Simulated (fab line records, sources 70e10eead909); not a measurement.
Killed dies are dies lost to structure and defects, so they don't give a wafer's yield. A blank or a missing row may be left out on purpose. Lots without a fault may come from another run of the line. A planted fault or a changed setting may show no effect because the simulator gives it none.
Which tool did it? | flow nand_harc | 12 lots, 36 wafers sampled, at 6 steps of a route of 1159

WHAT THE GAUGES READ, wafer by wafer
NHARC_P_M2_OVL_MEAS_10: pitch 340 nm.
lot  | measured     | on         | overlay_x_nm (nm)
L075 | day 8 15:59  | overlay-02 | 0.1 0.1 -0.1
L074 | day 8 19:21  | overlay-02 | -1.3 -0.8 -1.1
L081 | day 9 05:16  | overlay-01 | 0.1 -0.4 0.3
L079 | day 9 08:17  | overlay-02 | -0.2 -0.1 0.1
L083 | day 9 13:59  | overlay-01 | 1.4 1.4 1.2
L086 | day 9 17:40  | overlay-02 | -1.1 -1.0 -0.7
L087 | day 9 19:23  | overlay-02 | 0.1 -0.7 -0.4
L089 | day 10 06:11 | overlay-02 | 0.8 1.0 -0.1
L092 | day 10 09:40 | overlay-01 | 0.4 0.4 -0.2
L093 | day 10 19:01 | overlay-01 | 1.7 1.7 1.9
L095 | day 11 01:10 | overlay-01 | -0.7 -1.5 -1.0
L096 | day 11 15:59 | overlay-02 | -0.4 -0.5 -0.6

WHICH TOOL RAN EACH LOT (tool, then ch and the chambers of the sampled wafers, then the start)
lot  | NHARC_P_GATE_STRIP_101            | NHARC_P_GATE_STRIP_75                | NHARC_P_CONTACT_CMP_24        | NHARC_P_M0_ETCH_34                 | NHARC_P_M0_CMP_23
L075 | rie_diel-06 ch 0,3, day 7 15:05   | plasma_asher-01 ch 0,1, day 7 16:52  | cmp-04 ch 0,2, day 8 05:33    | rie_diel-03 ch 0,2,3, day 8 07:20  | cmp-02 ch 1,2, day 8 09:18
L074 | rie_diel-04 ch 0,1,3, day 7 21:32 | plasma_asher-02 ch 0,1, day 7 23:17  | cmp-01 ch 1,2,3, day 8 09:50  | rie_diel-08 ch 0,3, day 8 11:14    | cmp-04 ch 0,2,3, day 8 13:25
L081 | rie_diel-04 ch 0,1,2, day 8 03:41 | plasma_asher-02 ch 0,1, day 8 05:20  | cmp-03 ch 0,2,3, day 8 19:30  | rie_diel-09 ch 1,3, day 8 21:04    | cmp-04 ch 0,2,3, day 8 23:05
L079 | rie_diel-04 ch 0,1, day 8 05:33   | plasma_asher-02 ch 0,1, day 8 07:20  | cmp-01 ch 0,1,2, day 8 20:56  | rie_diel-09 ch 2,3, day 8 22:43    | cmp-03 ch 0,3, day 9 01:05
L083 | rie_diel-05 ch 0,1,3, day 8 11:23 | plasma_asher-01 ch 0,1, day 8 13:10  | cmp-04 ch 0,2, day 9 03:26    | rie_diel-03 ch 1,2,3, day 9 05:01  | cmp-03 ch 0,1,3, day 9 07:00
L086 | rie_diel-05 ch 0,2, day 8 16:13   | plasma_asher-01 ch 0,1, day 8 18:23  | cmp-01 ch 0,1, day 9 07:13    | rie_diel-03 ch 2,3, day 9 08:51    | cmp-03 ch 0,3, day 9 10:57
L087 | rie_diel-04 ch 0,2, day 8 18:13   | plasma_asher-01 ch 0,1, day 8 19:52  | cmp-04 ch 0,3, day 9 08:40    | rie_diel-09 ch 0,2,3, day 9 10:08  | cmp-02 ch 0,1,3, day 9 12:07
L089 | rie_diel-06 ch 0,1,2, day 9 02:14 | plasma_asher-02 ch 0,1, day 9 04:01  | cmp-03 ch 0,3, day 9 20:16    | rie_diel-03 ch 0,2, day 9 21:49    | cmp-03 ch 1,2,3, day 10 00:05
L092 | rie_diel-06 ch 1,2,3, day 9 09:42 | plasma_asher-01 ch 0,1, day 9 11:29  | cmp-04 ch 0,1,3, day 10 00:08 | rie_diel-09 ch 0,2, day 10 01:41   | cmp-02 ch 0,2,3, day 10 03:42
L093 | rie_diel-04 ch 2,3, day 9 21:11   | plasma_asher-02 ch 0,1, day 9 22:58  | cmp-03 ch 1,2,3, day 10 09:34 | rie_diel-08 ch 0,1, day 10 11:05   | cmp-03 ch 0,2,3, day 10 13:04
L095 | rie_diel-06 ch 0,1, day 10 02:51  | plasma_asher-01 ch 1, day 10 04:38   | cmp-04 ch 0,2, day 10 15:01   | rie_diel-03 ch 1,2,3, day 10 16:35 | cmp-03 ch 1,2,3, day 10 18:46
L096 | rie_diel-04 ch 0,1, day 10 16:29  | plasma_asher-02 ch 0,1, day 10 18:15 | cmp-01 ch 1,2, day 11 06:21   | rie_diel-08 ch 0,2, day 11 07:56   | cmp-02 ch 2,3, day 11 09:51
- NHARC_P_GATE_STRIP_101: strips in O2, time 20 s.
- NHARC_P_GATE_STRIP_75: strips in O2.
- NHARC_P_CONTACT_CMP_24: polishes, t overpolish 30 s, target thk 200 nm.
- NHARC_P_M0_ETCH_34: etches the open film in N2/H2, target depth 40 nm, overetch 12 nm, time 43.94 s.
- NHARC_P_M0_CMP_23: polishes, t overpolish 20 s, target thk 117.53 nm.

THE ANSWER, worked out from the rows above alone
Rule: what is usual is taken from the lots themselves. Put in order of their means at a reading, lots are off if they are a third of the lots or fewer, leave a main group of 4 or more, and stand apart from it by a gap of 3 or more times the standard deviation of the main group's means; of several such gaps the widest counts. A main group whose means are all the same, to the digits that the tables above print for the reading, isn't used. A lot without any number at a reading at which 4 lots or more have one is off too. The other lots that the step has rows for count as sound.
No lot is off at any reading shown: from this, nothing can be told.

WHAT THE SIMULATOR HAD PUT IN
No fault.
